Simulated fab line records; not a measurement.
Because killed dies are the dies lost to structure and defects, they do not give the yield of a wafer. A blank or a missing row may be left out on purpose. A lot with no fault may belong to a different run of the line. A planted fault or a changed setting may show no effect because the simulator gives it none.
A single fault, viewed from 3 desks    flow n5Finfet    each desk has only its own numbers; what lay behind them comes last

METROLOGY DESK
Means of the sampled wafers that have a number, per lot and without regard to the tool the lot ran on: this is what the gauges read. Marked OUT: a lot whose mean sits more than 4 standard deviations from the usual mean, which makes it out of limits; the brackets give that distance.
Columns: A = cdNm at N5_BEOL_M8_CD_MEAS_18, usual 40.1 nm; B = cdNm at N5_BEOL_M8_CD_MEAS_28, usual 39.92 nm; C = V7_OVL at N5_BEOL_M8_OVL_MEAS_29, usual -0.5 nm
lot   first seen here  A     B      C
L584  day 10 11:06     40.4  40.12  -1.2
L588  day 11 15:04     39.9  40.08  3.5 (+5.7) OUT
L589  day 11 16:55     40.0  39.91  4.7 (+7.4) OUT
L597  day 14 13:59     40.0  40.15  -0.2
L598  day 14 14:49     39.5  39.93  0.2
L600  day 15 01:59     40.4  39.90  0.1
Finding of this desk: L588, L589 out of limits, first seen on L588 at day 11 18:53 (V7_OVL at N5_BEOL_M8_OVL_MEAS_29). L584, L597, L598, L600 stayed within limits.

TOOL OWNER'S DESK, euvScanner-01
The tool's own readings at N5_BEOL_M8_EXPOSE_25 (exposes mask V7, target cd 40 nm): means of the sampled wafers that have a number, for each lot that ran on this tool. Marked OUT: a lot whose mean sits more than 4 standard deviations from the usual mean, which makes it out of limits; the brackets give that distance.
Columns: A = reticleTempC at N5_BEOL_M8_EXPOSE_25, usual 23.02 C; B = stageMsdNm at N5_BEOL_M8_EXPOSE_25, usual 0.822 nm
lot   first seen here  A      B
L584  day 10 11:55     23.07  0.817
L588  day 11 18:44     22.87  0.812
L589  day 11 18:48     23.08  0.813
This desk found nothing out of limits on any of the 3 lots.

THE DEFECT DESK
Lot by lot, what the route's inspections counted, given as the mean of those sampled wafers with a number. Marked OUT: a lot whose mean sits more than 4 standard deviations from the usual mean, which makes it out of limits; the brackets give that distance.
Columns: A = rawDefectCount at N5_BEOL_M8_INSPECT_30, usual 393
lot   first seen here  A
L584  day 10 12:08     470
L588  day 11 18:57     353
L589  day 11 19:01     412
L597  day 14 16:55     466
L598  day 14 17:37     372
L600  day 15 03:35     307
This desk found nothing out of limits on any of the 6 lots.

ALL TOGETHER
The metrology desk could have raised an alarm at day 11 18:53, on L588, L589.
Nothing out of limits was seen by the tool owner's desk.
Nothing the defect desk looked at was out of limits.
On record at the tool owner's desk: L588, L589, within its limits.
The defect desk has L588, L589 on record, within its limits.
Every lot named ran N5_BEOL_M8_EXPOSE_25 on euvScanner-01.

WHAT HAD BEEN PUT IN BY THE SIMULATOR
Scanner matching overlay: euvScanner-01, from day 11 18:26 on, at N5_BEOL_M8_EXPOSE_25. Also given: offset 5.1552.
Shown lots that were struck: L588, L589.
Time in hours between the start of the fault and the first out-of-limits reading at each desk: metrology desk, 0.
